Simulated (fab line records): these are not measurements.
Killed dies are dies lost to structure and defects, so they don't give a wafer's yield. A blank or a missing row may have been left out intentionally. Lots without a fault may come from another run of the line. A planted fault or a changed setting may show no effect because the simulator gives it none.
Problem report, 8D (eight disciplines) form, completed by code | flow nand-harc | the parts of the form that need people (team, actions taken, sign-off) are left out

== 1. THE ISSUE ==
A mean of 58.7 sccm is read at NHARC_P_CONTACT_DEP_00 for mfc-precursor-sccm, taken on 1 wafer of 1 lot, against 161.5 sccm (standard deviation 0.39) on wafers free of any fault. That is -99 or more standard deviations from the usual mean.
The step: deposits SiO2, target thk 500 nm.
Earliest sighting: wafer L289.5 on pecvd-03 at day 13 02:56. At this step, 39 wafers from 13 lots have a number in the record. The rule behind "out" and "out of limits": a value lying over 4 standard deviations away from the usual mean. Any other wafer with a number is counted as sound.

== 2. WHAT IT IS, AND WHAT IT ISN'T ==
question                    | is                                     | is not
which readings at this step | mfc-precursor-sccm, throttle-valve-pct | heater-power-w
which lots                  | L289                                   | L274, L275, L276, L277, L278, L279, L280, L281, L282, L287, L295, L296
which wafers of those lots  | L289.5                                 | L289.4, L289.6
read on which tools         | pecvd-03                               | pecvd-01, pecvd-04
when                        | from day 13 02:56                      | up to then (32 sound wafers); but 6 sound wafers of L295, L296 came after

== 3. THE SUSPECTS, EACH WITH WHAT RULES IT OUT ==
Counting: any tool at a process step up to the reading remains a suspect provided it ran every lot that is out. Sound lots after the first of them don't rule it out here, since some wafers of a struck lot are sound.
- plasma-asher-02 at NHARC_P_GATE_STRIP_113 (strips in N2/H2, time 740 s): kept. The lot that is out, L289, ran on it at day 13 00:04; the last sound lot it ran before that was L281, at day 9 03:14.
- pvd-sputter-01 at NHARC_P_GATE_DEGAS_109 (time 60 s): kept. The lot that is out, L289, ran on it at day 13 01:33; the last sound lot it ran before that was L287, at day 12 06:17.
- pecvd-03 at NHARC_P_CONTACT_DEP_00 (deposits SiO2, target thk 500 nm): kept. The lot that is out, L289, ran on it at day 13 02:56; the last sound lot it ran before that was L287, at day 12 07:32. Out on those wafers are its own readings of mfc-precursor-sccm, throttle-valve-pct.
- At NHARC_P_CONTACT_DEP_00, inside pecvd-03: chamber 1 took the wafers that are out, while their sound lot-mates went through chambers 0, 2.
plasma-asher-02 at NHARC_P_GATE_STRIP_113, pvd-sputter-01 at NHARC_P_GATE_DEGAS_109 and pecvd-03 at NHARC_P_CONTACT_DEP_00 are what is left after counting.

== 4. THE CAUSE (what the simulator had put in) ==
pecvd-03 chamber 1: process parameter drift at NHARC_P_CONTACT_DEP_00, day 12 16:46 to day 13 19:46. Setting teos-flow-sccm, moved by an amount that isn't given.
Counting leaves 3 suspects; this tool is one of them.

== 5. SEQUENCE OF EFFECTS, ordered by route ==
Each row: a reading where the mean over the struck wafers with a number is more than 3 standard deviations away from the usual. Only readings for which the record gives a usual standard deviation are gone through. hours: the time from each lot's start at the first step in this table that gives one to its start at this step, as a median over the lots. sigmas: the change in usual standard deviations.
hours | step                   | reading            | usual      | on struck wafers | change | sigmas
0     | NHARC_P_CONTACT_DEP_00 | mfc-precursor-sccm | 161.5 sccm | 58.7             | -102.8 | -99 or more
0     | NHARC_P_CONTACT_DEP_00 | throttle-valve-pct | 15.9 %     | 14.2             | -1.7   | -4.7
The process steps in it:
- NHARC_P_CONTACT_DEP_00: deposits SiO2, target thk 500 nm.
Later steps that measure or inspect, where all struck wafers having a row at the step show a number for every such reading and not one has moved that far: NHARC_P_CONTACT_OVL_MEAS_13.

== 6. WHAT WOULD HAVE CAUGHT IT SOONER ==
10 hours passed between the start of the fault at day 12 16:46 and the first reading out of limits in this record, taken at day 13 02:56.
